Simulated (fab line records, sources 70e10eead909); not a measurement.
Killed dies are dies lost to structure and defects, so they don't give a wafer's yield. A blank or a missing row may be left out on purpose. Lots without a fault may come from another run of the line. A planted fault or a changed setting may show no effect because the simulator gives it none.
Chamber matching | flow nand_harc | NHARC_A_M0_PRE_CLEAN_31 on pecvd-01: 3 sister chambers
The step time 12 s. 6 wafers are shown with their chamber, then 12 later ones without.

WAFERS WITH THEIR CHAMBER
wafer  | chamber | heater_power_w (W)
L085.4 | 0       | 721
L087.3 | 2       | 616
L087.6 | 2       | 607
L088.2 | 1       | 666
L088.4 | 0       | 680
L088.5 | 1       | 650

WAFERS WITHOUT THEIR CHAMBER
wafer  | heater_power_w (W)
L089.3 | 696
L089.4 | 663
L089.5 | 593
L090.1 | 742
L090.5 | 682
L090.6 | 751
L094.2 | 744
L094.5 | 666
L094.6 | 759
L095.3 | 738
L095.5 | 584
L095.6 | 744

WHICH CHAMBER EACH WENT THROUGH
wafer  | from the rows above     | in truth
L089.3 | can't be placed: 0 or 1 | 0
L089.4 | can't be placed: 1 or 0 | 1
L089.5 | 2                       | 2
L090.1 | 0                       | 0
L090.5 | can't be placed: 0 or 1 | 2
L090.6 | 0                       | 0
L094.2 | 0                       | 0
L094.5 | can't be placed: 1 or 0 | 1
L094.6 | 0                       | 0
L095.3 | 0                       | 0
L095.5 | 2                       | 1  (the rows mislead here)
L095.6 | 0                       | 0
Placed correctly: 7 of 12. Can't be placed from these rows: 4 (the true chamber is among the candidates in 3). Placed wrongly: 1.
How it was worked out, from the rows above alone: a wafer's distance from a chamber is the root of the sum, over the readings, of the square of ((its reading less the chamber's mean) divided by the reading's scatter). The wafer belongs to the nearest chamber; if the next one is less than 2 further off, it can't be placed. A chamber's mean is the mean of its shown wafers. The scatter: the root of (the sum of the squares of (reading less its chamber's mean) over the shown wafers, divided by (wafers less chambers)).
